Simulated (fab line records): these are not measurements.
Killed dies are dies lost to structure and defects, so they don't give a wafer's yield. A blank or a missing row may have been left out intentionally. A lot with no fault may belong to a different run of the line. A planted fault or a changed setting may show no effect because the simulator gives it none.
Matching of chambers / flow n5Finfet / aldSin-03 running N5_SD_EPI_N_LINER_46: 4 sister chambers
The step material SiNx, target thk 3 nm. 24 wafers are shown with their chamber, then 12 later ones without.

== EACH WAFER AND ITS CHAMBER ==
wafer=L075.1; chamber=0; heaterPowerW (W)=946
wafer=L075.4; chamber=3; heaterPowerW (W)=939
wafer=L075.6; chamber=1; heaterPowerW (W)=771
wafer=L077.1; chamber=3; heaterPowerW (W)=922
wafer=L077.2; chamber=1; heaterPowerW (W)=812
wafer=L077.3; chamber=0; heaterPowerW (W)=963
wafer=L077.4; chamber=2; heaterPowerW (W)=880
wafer=L077.5; chamber=1; heaterPowerW (W)=807
wafer=L077.6; chamber=0; heaterPowerW (W)=966
wafer=L082.4; chamber=2; heaterPowerW (W)=857
wafer=L082.5; chamber=0; heaterPowerW (W)=938
wafer=L082.6; chamber=1; heaterPowerW (W)=803
wafer=L083.4; chamber=3; heaterPowerW (W)=952
wafer=L083.5; chamber=0; heaterPowerW (W)=947
wafer=L083.6; chamber=3; heaterPowerW (W)=943
wafer=L089.4; chamber=0; heaterPowerW (W)=999
wafer=L089.5; chamber=2; heaterPowerW (W)=876
wafer=L089.6; chamber=1; heaterPowerW (W)=796
wafer=L090.1; chamber=3; heaterPowerW (W)=943
wafer=L090.3; chamber=1; heaterPowerW (W)=809
wafer=L090.5; chamber=2; heaterPowerW (W)=870
wafer=L091.1; chamber=1; heaterPowerW (W)=808
wafer=L091.2; chamber=3; heaterPowerW (W)=916
wafer=L091.3; chamber=2; heaterPowerW (W)=890

SIGNATURES (averages over the wafers above)
reading=heaterPowerW; chamber 0=959.83; chamber 1=800.86; chamber 2=874.60; chamber 3=935.83; scatter within a chamber=16.1
Rule: for each reading, subtract the chamber's mean from the wafer's reading, divide by that reading's scatter and square the result; add these up over the readings and take the root, which gives the wafer's distance from the chamber. The wafer belongs to the nearest chamber; if the next one is less than 2 further off, it can't be placed. How the scatter is found: for the shown wafers, subtract from each reading the mean of its chamber, square and add these, divide the total by (wafers less chambers), then take the root.

== WAFERS WHOSE CHAMBER IS MISSING ==
wafer=L091.4; heaterPowerW (W)=886
wafer=L091.5; heaterPowerW (W)=937
wafer=L091.6; heaterPowerW (W)=813
wafer=L094.1; heaterPowerW (W)=792
wafer=L094.2; heaterPowerW (W)=895
wafer=L094.3; heaterPowerW (W)=940
wafer=L094.4; heaterPowerW (W)=959
wafer=L094.5; heaterPowerW (W)=810
wafer=L094.6; heaterPowerW (W)=967
wafer=L096.1; heaterPowerW (W)=883
wafer=L096.2; heaterPowerW (W)=977
wafer=L096.5; heaterPowerW (W)=982

== WHICH CHAMBER EACH WENT THROUGH ==
wafer=L091.4; from the rows above=2; in truth=2
wafer=L091.5; from the rows above=can't be placed: 3 or 0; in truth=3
wafer=L091.6; from the rows above=1; in truth=1
wafer=L094.1; from the rows above=1; in truth=1
wafer=L094.2; from the rows above=can't be placed: 2 or 3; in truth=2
wafer=L094.3; from the rows above=can't be placed: 3 or 0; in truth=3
wafer=L094.4; from the rows above=can't be placed: 0 or 3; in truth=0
wafer=L094.5; from the rows above=1; in truth=1
wafer=L094.6; from the rows above=can't be placed: 0 or 3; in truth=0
wafer=L096.1; from the rows above=2; in truth=2
wafer=L096.2; from the rows above=can't be placed: 0 or 3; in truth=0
wafer=L096.5; from the rows above=can't be placed: 0 or 3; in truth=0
Correctly placed: 5 of 12. Can't be placed from these rows: 7 (the true chamber is among the candidates in 7). Number placed wrongly: 0.
